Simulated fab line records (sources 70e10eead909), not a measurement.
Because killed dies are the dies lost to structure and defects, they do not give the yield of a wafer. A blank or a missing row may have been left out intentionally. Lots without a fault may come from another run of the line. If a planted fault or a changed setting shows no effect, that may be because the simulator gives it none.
fab line records | flow nand-harc
[record] lots = 13 | wafers = 39 | last-day = 34
route steps=1302 shown A_CONTACT@1067 END@1302
lots that met no fault: from a run of the same line without faults
start-h: the number of hours between the record's first day and the start of the first shown wafer of the lot | wait-h: hours since the lot's step before | " as in the row above | L1.1+2: one row covering several wafers at once | - no value, or no start given | * or withheld: withheld | < > ~ a bound
route shown NAME@n: a module of which the file shows steps, and the number in the route of the first | usual: mean/standard deviation of fault-free wafers | same: alike in all rows | chamber/n: place in a boat | sites: per-site readings | _std_site: standard deviation across them | _edge_site: the outer-site mean with the inner-site mean subtracted | radius-mm: how far each site lies from the wafer's centre | mask NAME#n: copy n | behind: tool/chamber where the wafer was last shaped | hold: what put the lot on hold/how long, in hours/how the hold closed | device: names the non-switching transistor (n, p or np) | end of line: the tests these same wafers got at the end of their route | a step with no rows: only its recipe | killed: count of dies lost to structure and defects at first sort (not the wafer's yield) | map: per-die view of a wafer (x killed, . not killed, _ where there is no die)
set.NAME: the run value of the setting; set.NAME@STEP: its run value at that earlier step | model.NAME: the simulator's own value behind a step, which no gauge read
steps of the route over a sample of lots; a table a step, a row a wafer
services: when a tool's chamber went out of use (start-h, in hours from the record's first day, below 0 if earlier), for how many hours, and the reason
[[steps]]
[step NHARC_A_CONTACT_DEP_85]
[recipe] target-thk-a = 600 | target-thk-nm = 60 | temp-c = 400 | pressure-torr = 3.5 | flow-sccm = 200 | rf-w = 350 | material = SiON
[usual] chamber-pressure-Torr = 3.501/0.0078 | heater-power-w = 760/95 | rf-fwd-power-W = 348.4/1.2
lot.wafer | tool     | chamber | start-h | wait-h | chamber-pressure-Torr | heater-power-w | rf-fwd-power-W | since-wet-clean-h
L587.5    | pecvd-03 | 1       | 530.93  | 0.4    | 3.514                 | 778            | 350.3          | -
L587.6    | "        | 2       | "       | "      | 3.510                 | 861            | 349.4          | -
L587.4    | "        | 0       | "       | "      | 3.499                 | 648            | 349.3          | -
L585.2    | pecvd-03 | 0       | 539.80  | 1.2    | 3.492                 | 652            | 349.4          | 160
L585.5    | "        | 0       | "       | "      | 3.510                 | 658            | 348.7          | -
L585.6    | "        | 1       | "       | "      | 3.497                 | 768            | 348.5          | -
L586.1    | pecvd-03 | 1       | 546.41  | 1.5    | 3.499                 | 779            | 348.7          | 167
L586.2    | "        | 0       | "       | "      | 3.501                 | 642            | 348.6          | 167
L586.5    | "        | 0       | "       | "      | 3.508                 | 657            | 349.0          | -
L588.3    | pecvd-02 | 0       | 562.42  | 1.0    | 3.501                 | 561            | 347.1          | -
L588.5    | "        | 0       | "       | "      | 3.504                 | 573            | 347.6          | -
L588.6    | "        | 1       | "       | "      | 3.499                 | 807            | 350.6          | -
L590.4    | pecvd-02 | 1       | 575.13  | 0.7    | 3.509                 | 858            | 347.6          | -
L590.6    | "        | 2       | "       | "      | 3.502                 | 637            | 348.5          | -
L590.5    | "        | 0       | "       | "      | 3.500                 | 651            | 347.3          | -
L595.3    | pecvd-02 | 1       | 624.68  | 0.9    | 3.506                 | 798            | 349.2          | 22
L595.1    | "        | 2       | "       | "      | 3.497                 | 677            | 347.6          | 22
L595.4    | "        | 0       | "       | "      | 3.510                 | 663            | 348.5          | -
L596.2    | pecvd-01 | 1       | 630.46  | 1.2    | 3.504                 | 725            | 348.9          | 125
L596.1    | "        | 2       | "       | "      | 3.515                 | 772            | 349.7          | 125
L596.5    | "        | 0       | "       | "      | 3.518                 | 932            | 347.6          | -
L599.2    | pecvd-02 | 2       | 655.10  | 1.2    | 3.504                 | 714            | 350.0          | 53
L599.4    | "        | 0       | "       | "      | 3.510                 | 610            | 346.4          | -
L599.6    | "        | 1       | "       | "      | 3.499                 | 813            | 349.6          | -
L598.1    | pecvd-02 | 2       | 656.59  | 1.5    | 3.510                 | 709            | 347.4          | 54
L598.5    | "        | 1       | "       | "      | 3.507                 | 843            | 348.1          | -
L598.6    | "        | 2       | "       | "      | 3.496                 | 699            | 348.5          | -
L602.1    | pecvd-01 | 2       | 698.41  | 1.4    | 3.499                 | 818            | 350.2          | 12
L602.3    | "        | 0       | "       | "      | 3.494                 | 925            | 348.5          | 12
L602.4    | "        | 2       | "       | "      | 3.493                 | 823            | 349.9          | -
L604.1    | pecvd-01 | 0       | 707.32  | 1.5    | 3.507                 | 908            | 348.7          | 21
L604.2    | "        | 2       | "       | "      | 3.496                 | 761            | 348.7          | 21
L604.5    | "        | 2       | "       | "      | 3.496                 | 726            | 345.8          | -
L607.2    | pecvd-02 | 1       | 743.95  | 1.2    | 3.507                 | 850            | 348.6          | 142
L607.6    | "        | 0       | "       | "      | 3.493                 | 670            | 349.0          | -
L607.5    | "        | 1       | "       | "      | 3.501                 | 823            | 350.7          | -
L606.2    | pecvd-01 | 1       | 755.10  | 1.2    | 3.510                 | 748            | 348.1          | 69
L606.1    | "        | 2       | "       | "      | 3.503                 | 735            | 347.6          | 69
L606.6    | "        | 2       | "       | "      | 3.501                 | 725            | 346.4          | -
[step NHARC_A_CONTACT_ETCH_98]
[recipe] target-depth-a = 200 | over-etch-frac = 0.5 | time-s = 10 | ion-energy-ev = 250 | c4f6-flow-sccm = 25 | o2-flow-sccm = 20 | ar-flow-sccm = 500 | rf-w = 600 | bias-w = 500 | chemistry = C4F6/O2
[usual] chamber-pressure-mTorr = 30.000/0.027 | drypump-motor-current-A = 5.8/0.4 | oes-product-au = 0.958/0.021 | rf-fwd-power-W = 586.3/2.7 | rf-vpp-V = 547/3.5 | showerhead-plenum-p-Torr = 3.92/0.16 | throttle-valve-pct = 26.903/0.0094
lot.wafer | tool        | chamber | start-h | wait-h | chamber-pressure-mTorr | drypump-motor-current-A | oes-product-au | rf-fwd-power-W | rf-hours-counter-h | rf-vpp-V | showerhead-plenum-p-Torr | throttle-valve-pct
L587.4    | rie-diel-03 | 0       | 535.01  | -      | 29.975                 | 5.6                     | 0.970          | 585.5          | 11                 | 543      | 3.74                     | 26.893
L587.5    | "           | 3       | "       | "      | 29.986                 | 5.9                     | 0.960          | 587.0          | -                  | 552      | 4.11                     | 26.913
L587.6    | "           | 0       | "       | "      | 30.010                 | 5.6                     | 0.966          | 583.8          | -                  | 542      | 3.74                     | 26.901
L585.2    | rie-diel-03 | 3       | 545.06  | -      | 29.995                 | 5.9                     | 0.936          | 582.3          | 12                 | 551      | 4.11                     | 26.890
L585.6    | "           | 3       | "       | "      | 30.002                 | 5.9                     | 0.937          | 586.0          | -                  | 550      | 4.11                     | 26.905
L585.5    | "           | 0       | "       | "      | 30.058                 | 5.6                     | 0.925          | 588.3          | -                  | 542      | 3.74                     | 26.915
L586.1    | rie-diel-03 | 0       | 550.29  | -      | 30.012                 | 5.6                     | 0.961          | 585.6          | 13                 | 543      | 3.74                     | 26.920
L586.2    | "           | 1       | "       | "      | 29.987                 | 6.2                     | 0.977          | 585.9          | 14                 | 542      | 3.76                     | 26.894
L586.5    | "           | 0       | "       | "      | 29.935                 | 5.6                     | 0.965          | 582.4          | -                  | 543      | 3.74                     | 26.888
L588.3    | rie-diel-03 | 0       | 566.44  | -      | 30.043                 | 5.6                     | 0.938          | 584.4          | 16                 | 542      | 3.74                     | 26.896
L588.6    | "           | 2       | "       | "      | 30.022                 | 6.3                     | 0.964          | 590.8          | -                  | 550      | 4.01                     | 26.913
L588.5    | "           | 3       | "       | "      | 30.011                 | 5.9                     | 0.940          | 588.9          | -                  | 550      | 4.11                     | 26.908
L590.4    | rie-diel-10 | 0       | 579.37  | -      | 30.021                 | 6.0                     | 0.992          | 583.7          | 55                 | 551      | 4.15                     | 26.905
L590.5    | "           | 3       | "       | "      | 29.959                 | 5.0                     | 0.966          | 586.0          | -                  | 545      | 3.76                     | 26.898
L590.6    | "           | 0       | "       | "      | 29.994                 | 5.9                     | 1.007          | 581.6          | -                  | 551      | 4.15                     | 26.891
L595.1    | rie-diel-03 | 3       | 629.21  | -      | 30.032                 | 5.9                     | 0.936          | 584.7          | 27                 | 550      | 4.10                     | 26.894
L595.4    | "           | 0       | "       | "      | 29.998                 | 5.6                     | 0.933          | 586.4          | 27                 | 543      | 3.73                     | 26.902
L595.3    | "           | 1       | "       | "      | 29.979                 | 6.2                     | 0.967          | 584.1          | 28                 | 542      | 3.76                     | 26.912
L596.1    | rie-diel-03 | 2       | 634.45  | -      | 29.992                 | 6.3                     | 0.955          | 588.5          | 29                 | 549      | 4.00                     | 26.917
L596.2    | "           | 3       | "       | "      | 29.983                 | 5.9                     | 0.945          | 585.0          | 28                 | 550      | 4.10                     | 26.920
L596.5    | "           | 0       | "       | "      | 30.019                 | 5.6                     | 0.944          | 580.8          | -                  | 542      | 3.73                     | 26.913
L599.4    | rie-diel-03 | 2       | 659.12  | -      | 30.034                 | 6.2                     | 0.753          | 592.1          | 3                  | 548      | 4.00                     | 26.897
L599.2    | "           | 0       | "       | "      | 30.006                 | 5.6                     | 0.737          | 585.2          | 4                  | 542      | 3.73                     | 26.892
L599.6    | "           | 2       | "       | "      | 29.997                 | 6.3                     | 0.753          | 590.6          | -                  | 547      | 4.00                     | 26.922
L598.1    | rie-diel-03 | 2       | 660.57  | -      | 29.945                 | 6.2                     | 0.740          | 591.8          | 3                  | 546      | 4.00                     | 26.905
L598.6    | "           | 1       | "       | "      | 29.993                 | 6.2                     | 0.751          | 585.7          | -                  | 544      | 3.75                     | 26.889
L598.5    | "           | 2       | "       | "      | 30.015                 | 6.2                     | 0.742          | 590.0          | -                  | 548      | 4.00                     | 26.894
L602.1    | rie-diel-03 | 3       | 702.91  | -      | 29.970                 | 5.9                     | 0.741          | 587.5          | 11                 | 551      | 4.09                     | 26.899
L602.3    | "           | 0       | "       | "      | 29.967                 | 5.6                     | 0.750          | 588.0          | 11                 | 542      | 3.73                     | 26.909
L602.4    | "           | 1       | "       | "      | 30.014                 | 6.2                     | 0.766          | 584.7          | 10                 | 543      | 3.75                     | 26.892
L604.2    | rie-diel-10 | 3       | 711.74  | -      | 30.006                 | 5.0                     | 0.992          | 584.7          | 34                 | 543      | 3.73                     | 26.906
L604.1    | "           | 1       | "       | "      | 30.008                 | 5.9                     | 0.992          | 589.8          | 39                 | 553      | 4.20                     | 26.909
L604.5    | "           | 3       | "       | "      | 29.969                 | 5.0                     | 0.995          | 583.2          | -                  | 544      | 3.73                     | 26.917
L607.2    | rie-diel-02 | 2       | 748.00  | -      | 29.991                 | 6.0                     | 0.993          | 584.1          | 55                 | 546      | 3.82                     | 26.906
L607.5    | "           | 1       | "       | "      | 30.026                 | 5.3                     | 1.005          | 586.5          | -                  | 550      | 4.09                     | 26.893
L607.6    | "           | 2       | "       | "      | 30.038                 | 6.0                     | 0.985          | 584.9          | -                  | 546      | 3.82                     | 26.909
L606.2    | rie-diel-02 | 3       | 759.18  | -      | 30.003                 | 5.3                     | 0.992          | 587.0          | 0                  | 550      | 4.09                     | 26.897
L606.1    | "           | 0       | "       | "      | 30.014                 | 5.3                     | 1.001          | 586.2          | 0                  | 548      | 3.97                     | 26.920
L606.6    | "           | 0       | "       | "      | 29.993                 | 5.3                     | 0.996          | 591.9          | -                  | 547      | 3.97                     | 26.906
[step NHARC_A_CONTACT_STRIP_26]
[recipe] o2-flow-sccm = 500 | ar-flow-sccm = 0 | bias-w = 0 | chemistry = O2
[usual] chamber-pressure-mTorr = 60.01/0.056 | drypump-motor-current-A = 5.6/0.46 | oes-product-au = 0.998/0.01 | rf-vpp-V = 57.9/0.88 | showerhead-plenum-p-Torr = 3.55/0.16 | throttle-valve-pct = 17.037/0.0094
lot.wafer | tool        | chamber | start-h | wait-h | chamber-pressure-mTorr | drypump-motor-current-A | oes-product-au | rf-hours-counter-h | rf-vpp-V | showerhead-plenum-p-Torr | throttle-valve-pct
L587.4    | rie-diel-03 | 3       | -       | -      | 59.92                  | 5.9                     | 0.989          | 11                 | 57.1     | 3.70                     | 17.040
L587.6    | "           | 3       | "       | "      | 60.03                  | 5.9                     | 0.997          | -                  | 56.6     | 3.70                     | 17.011
L587.5    | "           | 0       | "       | "      | 59.99                  | 5.6                     | 0.991          | -                  | 55.6     | 3.36                     | 17.028
L585.2    | rie-diel-02 | 3       | -       | -      | 59.95                  | 5.2                     | 0.977          | 49                 | 58.4     | 3.72                     | 17.045
L585.5    | "           | 3       | "       | "      | 60.05                  | 5.3                     | 0.974          | -                  | 58.7     | 3.72                     | 17.043
L585.6    | "           | 0       | "       | "      | 60.11                  | 5.3                     | 1.008          | -                  | 57.6     | 3.61                     | 17.035
L586.1    | rie-diel-10 | 3       | -       | -      | 60.06                  | 5.0                     | 0.975          | 40                 | 56.7     | 3.38                     | 17.033
L586.2    | "           | 1       | "       | "      | 60.01                  | 5.9                     | 1.009          | 43                 | 57.4     | 3.29                     | 17.054
L586.5    | "           | 2       | "       | "      | 60.14                  | 4.8                     | 1.007          | -                  | 56.7     | 3.38                     | 17.027
L588.3    | rie-diel-03 | 2       | -       | -      | 60.05                  | 6.3                     | 1.016          | 16                 | 57.9     | 3.61                     | 17.043
L588.5    | "           | 3       | "       | "      | 60.04                  | 5.9                     | 0.998          | -                  | 58.4     | 3.70                     | 17.052
L588.6    | "           | 0       | "       | "      | 59.93                  | 5.6                     | 1.001          | -                  | 58.2     | 3.36                     | 17.049
L590.4    | rie-diel-03 | 3       | -       | -      | 60.14                  | 5.9                     | 0.989          | 18                 | 57.7     | 3.70                     | 17.021
L590.5    | "           | 3       | "       | "      | 60.05                  | 5.9                     | 0.996          | -                  | 58.3     | 3.70                     | 17.037
L590.6    | "           | 0       | "       | "      | 60.04                  | 5.6                     | 0.991          | -                  | 57.5     | 3.36                     | 17.031
L595.4    | rie-diel-03 | 0       | -       | -      | 60.08                  | 5.6                     | 0.994          | 27                 | 56.9     | 3.35                     | 17.043
L595.1    | "           | 1       | "       | "      | 59.92                  | 6.2                     | 1.022          | 28                 | 57.8     | 3.37                     | 17.034
L595.3    | "           | 2       | "       | "      | 60.06                  | 6.2                     | 1.001          | 28                 | 58.4     | 3.60                     | 17.025
L596.1    | rie-diel-10 | 2       | -       | -      | 59.95                  | 4.8                     | 1.025          | 8                  | 57.5     | 3.36                     | 17.027
L596.2    | "           | 3       | "       | "      | 59.98                  | 5.0                     | 1.001          | 10                 | 58.6     | 3.37                     | 17.028
L596.5    | "           | 2       | "       | "      | 60.01                  | 4.8                     | 1.018          | -                  | 57.7     | 3.36                     | 17.045
L599.4    | rie-diel-03 | 2       | -       | -      | 59.99                  | 6.3                     | 1.005          | 3                  | 57.5     | 3.60                     | 17.032
L599.2    | "           | 0       | "       | "      | 60.06                  | 5.6                     | 0.988          | 4                  | 57.6     | 3.35                     | 17.023
L599.6    | "           | 2       | "       | "      | 59.99                  | 6.3                     | 1.011          | -                  | 58.5     | 3.60                     | 17.050
L598.1    | rie-diel-10 | 1       | -       | -      | 60.12                  | 5.9                     | 0.998          | 22                 | 60.0     | 3.80                     | 17.041
L598.5    | "           | 2       | "       | "      | 59.95                  | 4.8                     | 1.021          | -                  | 58.0     | 3.36                     | 17.029
L598.6    | "           | 3       | "       | "      | 60.08                  | 5.0                     | 0.996          | -                  | 58.1     | 3.36                     | 17.013
L602.1    | rie-diel-10 | 3       | -       | -      | 59.92                  | 5.0                     | 1.004          | 31                 | 56.3     | 3.36                     | 17.018
L602.3    | "           | 0       | "       | "      | 59.99                  | 6.0                     | 0.994          | 28                 | 60.3     | 3.72                     | 17.039
L602.4    | "           | 3       | "       | "      | 60.01                  | 5.0                     | 0.999          | -                  | 57.5     | 3.36                     | 17.036
L604.2    | rie-diel-10 | 0       | -       | -      | 60.06                  | 6.0                     | 0.997          | 30                 | 58.2     | 3.72                     | 17.046
L604.1    | "           | 3       | "       | "      | 60.00                  | 5.0                     | 0.997          | 34                 | 57.1     | 3.35                     | 17.037
L604.5    | "           | 1       | "       | "      | 60.09                  | 5.9                     | 0.990          | -                  | 59.1     | 3.79                     | 17.048
L607.2    | rie-diel-03 | 3       | -       | -      | 59.98                  | 5.9                     | 0.988          | 17                 | 58.5     | 3.68                     | 17.018
L607.5    | "           | 0       | "       | "      | 60.01                  | 5.6                     | 0.980          | -                  | 57.5     | 3.34                     | 17.046
L607.6    | "           | 3       | "       | "      | 60.06                  | 5.9                     | 0.989          | -                  | 57.9     | 3.68                     | 17.032
L606.2    | rie-diel-10 | 1       | -       | -      | 59.99                  | 6.0                     | 0.988          | 54                 | 58.8     | 3.78                     | 17.045
L606.1    | "           | 3       | "       | "      | 59.93                  | 5.0                     | 1.001          | 46                 | 57.3     | 3.35                     | 17.038
L606.6    | "           | 2       | "       | "      | 59.97                  | 4.8                     | 1.005          | -                  | 55.8     | 3.34                     | 17.046
[step NHARC_A_CONTACT_ALD_18]
[recipe] target-thk-a = 30 | pulse-time-s = 1 | ald-cycles = 150 | temp-c = 450 | material = TiN
[usual] heater-power-w = 1092/140 | precursor-pulse-height-rel = 0.998/0.019
lot.wafer | tool         | chamber | start-h | wait-h | heater-power-w | precursor-pulse-height-rel | since-wet-clean-h
L587.4    | ald-metal-02 | 2       | 536.63  | -      | 1286           | 1.024                      | -
L587.5    | "            | 3       | "       | "      | 1098           | 1.001                      | -
L587.6    | "            | 2       | "       | "      | 1256           | 0.989                      | -
L585.2    | ald-metal-03 | 3       | 546.34  | -      | 940            | 0.992                      | 146
L585.5    | "            | 2       | "       | "      | 968            | 0.989                      | -
L585.6    | "            | 3       | "       | "      | 936            | 0.989                      | -
L586.2    | ald-metal-02 | 0       | 551.34  | -      | 922            | 1.012                      | 109
L586.1    | "            | 1       | "       | "      | 1351           | 1.014                      | 109
L586.5    | "            | 3       | "       | "      | 1097           | 1.002                      | -
L588.3    | ald-metal-02 | 2       | 567.46  | -      | 1289           | 0.965                      | 125
L588.5    | "            | 2       | "       | "      | 1285           | 1.018                      | -
L588.6    | "            | 3       | "       | "      | 1105           | 1.042                      | -
L590.4    | ald-metal-02 | 1       | 580.44  | -      | 1336           | 1.032                      | 138
L590.5    | "            | 2       | "       | "      | 1292           | 0.987                      | -
L590.6    | "            | 3       | "       | "      | 1090           | 1.020                      | -
L595.1    | ald-metal-03 | 3       | 630.25  | -      | 958            | 0.985                      | 52
L595.3    | "            | 0       | "       | "      | 1219           | 1.007                      | 52
L595.4    | "            | 1       | "       | "      | 1099           | 0.991                      | 52
L596.2    | ald-metal-02 | 3       | 635.49  | -      | 1123           | 1.011                      | 16
L596.1    | "            | 1       | "       | "      | 1312           | 1.024                      | 16
L596.5    | "            | 2       | "       | "      | 1204           | 0.997                      | -
L599.4    | ald-metal-03 | 2       | 660.14  | -      | 923            | 1.014                      | 82
L599.2    | "            | 1       | "       | "      | 1119           | 0.969                      | 82
L599.6    | "            | 2       | "       | "      | 929            | 0.970                      | -
L598.1    | ald-metal-02 | 0       | 661.66  | -      | 920            | 1.013                      | 42
L598.6    | "            | 1       | "       | "      | 1295           | 0.992                      | -
L598.5    | "            | 2       | "       | "      | 1272           | 1.011                      | -
L602.3    | ald-metal-04 | 0       | 704.04  | -      | 1001           | 1.013                      | 38
L602.1    | "            | 1       | "       | "      | 1176           | 0.985                      | 38
L602.4    | "            | 2       | "       | "      | 868            | 0.962                      | 38
L604.2    | ald-metal-03 | 2       | 712.76  | -      | 918            | 0.989                      | 135
L604.1    | "            | 1       | "       | "      | 1072           | 1.009                      | 135
L604.5    | "            | 1       | "       | "      | 1094           | 0.971                      | -
L607.2    | ald-metal-02 | 1       | 749.13  | -      | 1317           | 0.973                      | 129
L607.6    | "            | 0       | "       | "      | 939            | 0.978                      | -
L607.5    | "            | 1       | "       | "      | 1314           | 0.996                      | -
L606.1    | ald-metal-03 | 3       | 760.27  | -      | 921            | 0.986                      | 4
L606.2    | "            | 0       | "       | "      | 1151           | 0.995                      | 4
L606.6    | "            | 1       | "       | "      | 1057           | 1.022                      | -
[step NHARC_END_SORT_01]
[recipe] temp-c = 25
[usual] defect-limited-yield = 90.9/2.6 | killed-at-array = 57/18 | killed-at-other = 0.8/1 | killed-at-periphery = 3.9/2.8 | killed-dies = 62/18 | killed-open = 3.4/1.8 | killed-short = 2.2/1.6
[same] gross-dies = 677
lot.wafer | tool      | chamber | start-h | wait-h | defect-limited-yield[%] | killed-at-array | killed-at-other | killed-at-periphery | killed-dies | killed-open | killed-short
L586.1    | prober-01 | 0       | 603.39  | 2.5    | 89.2                    | 72              | 0               | 1                   | 73          | 6           | 0
L586.2    | prober-01 | 0       | 604.20  | 2.8    | 91.1                    | 57              | 0               | 3                   | 60          | 6           | 1
L586.5    | prober-01 | 0       | 606.61  | 3.7    | 89.8                    | 66              | 1               | 2                   | 69          | 1           | 3
L596.1    | prober-01 | 0       | 684.70  | 2.5    | 91.6                    | 51              | 1               | 5                   | 57          | 5           | 0
L596.2    | prober-01 | 0       | 685.51  | 2.8    | 93.1                    | 45              | 0               | 2                   | 47          | 4           | 1
L596.5    | prober-01 | 0       | 687.95  | 3.7    | 91.3                    | 52              | 1               | 6                   | 59          | 4           | 4
// killed by level:class
L586.1 A_SLIT:chamber-film-flake=33 A_CHANNEL_HOLE_D2:chamber-film-flake=25 A_CHANNEL_HOLE_D1:chamber-film-flake=3 A_DECK1_JOINT:chamber-film-flake=3 A_M0:geometric-particle:open=2 A_STAIRCASE:chamber-film-flake=2 P_M0:geometric-particle:open=1 A_DECK1_JOINT:geometric-particle:open=1
L586.2 A_CHANNEL_HOLE_D2:chamber-film-flake=27 A_SLIT:chamber-film-flake=22 A_M0:geometric-particle:open=2 A_STAIRCASE:chamber-film-flake=2 P_GATE:geometric-particle:short=1 P_GATE:geometric-particle:open=1 A_ONON_D1:geometric-particle:open=1 A_CHANNEL_FILL_D1:geometric-particle:open=1
L586.5 A_CHANNEL_HOLE_D2:chamber-film-flake=36 A_SLIT:chamber-film-flake=15 A_CHANNEL_HOLE_D1:chamber-film-flake=4 A_CHANNEL_FILL_D2:chamber-film-flake=4 A_CONTACT:chamber-film-flake=3 A_STAIRCASE:chamber-film-flake=2 P_CONTACT:geometric-particle:open=1 A_CHANNEL_FILL_D1:geometric-particle:short=1
L596.1 A_CHANNEL_HOLE_D1:chamber-film-flake=32 A_CONTACT:chamber-film-flake=8 A_WL_FILL:chamber-film-flake=4 P_STI:chamber-film-flake=2 A_STAIRCASE:chamber-film-flake=2 A_SLIT:chamber-film-flake=2 P_GATE:geometric-particle:open=1 P_CONTACT:geometric-particle:open=1
L596.2 A_CHANNEL_HOLE_D1:chamber-film-flake=29 A_WL_FILL:chamber-film-flake=6 A_CONTACT:chamber-film-flake=3 P_STI:chamber-film-flake=2 A_CHANNEL_FILL_D1:geometric-particle:open=1 A_DECK1_JOINT:geometric-particle:open=1 A_CHANNEL_HOLE_D2:geometric-particle:short=1 A_CHANNEL_FILL_D2:geometric-particle:open=1
L596.5 A_CHANNEL_HOLE_D1:chamber-film-flake=34 A_CONTACT:chamber-film-flake=5 A_SLIT:chamber-film-flake=3 A_WL_FILL:chamber-film-flake=3 P_CONTACT:geometric-particle:open=2 P_M2:chamber-film-flake=2 A_STAIRCASE:chamber-film-flake=2 P_STI:geometric-particle:open=1
[[services]]
tool         | chamber | start-h | hours | kind
pecvd-02     | -       | 510.94  | 0.2   | repair
ald-metal-02 | 0       | 517.17  | 26.1  | repair
pecvd-01     | 0       | 544.14  | 10.0  | repair
ald-metal-03 | -       | 568.00  | 10.0  | pm
rie-diel-10  | 3       | 581.32  | 4.8   | repair
ald-metal-02 | -       | 589.05  | 0.7   | repair
pecvd-02     | -       | 589.37  | 13.0  | pm
rie-diel-10  | -       | 597.51  | 9.0   | pm
ald-metal-02 | -       | 610.00  | 10.0  | pm
rie-diel-10  | 2       | 615.70  | 9.7   | repair
ald-metal-03 | 0       | 622.85  | 5.9   | repair
rie-diel-03  | -       | 635.38  | 9.0   | pm
pecvd-01     | 2       | 638.53  | 4.8   | repair
rie-diel-10  | 3       | 664.60  | 5.2   | repair
pecvd-01     | -       | 673.45  | 13.0  | pm
rie-diel-10  | 0       | 680.91  | 15.6  | repair
ald-metal-03 | 3       | 689.98  | 27.3  | repair
rie-diel-10  | 2       | 700.05  | 4.2   | repair
ald-metal-02 | -       | 721.94  | 1.0   | repair
ald-metal-02 | 1       | 723.62  | 2.8   | repair
rie-diel-10  | 3       | 733.19  | 3.4   | repair
ald-metal-03 | 3       | 734.51  | 13.5  | repair
rie-diel-03  | 1       | 741.51  | 21.3  | repair
ald-metal-03 | -       | 746.00  | 10.0  | pm
[[key]]
[first-sign] step = NHARC_A_CONTACT_ETCH_98 | reading = oes-product-au | direction = down | sigmas = 9.9 | usual = 0.958 | struck = 0.748
effect none on later readings
met-at NHARC_A_CONTACT_ETCH_98
struck-lots L598,L599,L602
rows-end L598.1,L598.5,L598.6,L599.2,L599.4,L599.6
later-rows-left-out L602.1,L602.3,L602.4
sort-left-out L602.1,L602.3,L602.4
tester-left-out L602
not-acting-at NHARC_A_CONTACT_DEP_85,NHARC_A_CONTACT_STRIP_26,NHARC_A_CONTACT_ALD_18
onset-between 634.45 659.12
[fault] kind = process-parameter-drift | tool = rie-diel-03 | chamber = - | onset-h = 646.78 | steps = NHARC_A_CONTACT_ETCH_98 | channel = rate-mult | offset = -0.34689 | shape = step
// tester-left-out: of these lots the tester's yield and bins aren't shown, on N5 and GAA mostly nor the transistor test; their killed dies are dies lost to structure and defects alone, not to doping, threshold or leakage, so they don't give the yield
// sort-left-out: the simulated sort isn't trusted on such a fault, so these wafers' sort isn't shown, and their yield isn't known
// later-rows-left-out: the simulator's readings of these wafers behind a module that went badly wrong aren't trusted and aren't shown, but for the sort
// rows-end: these wafers met a further fault down the route, and their rows from its step on are left out
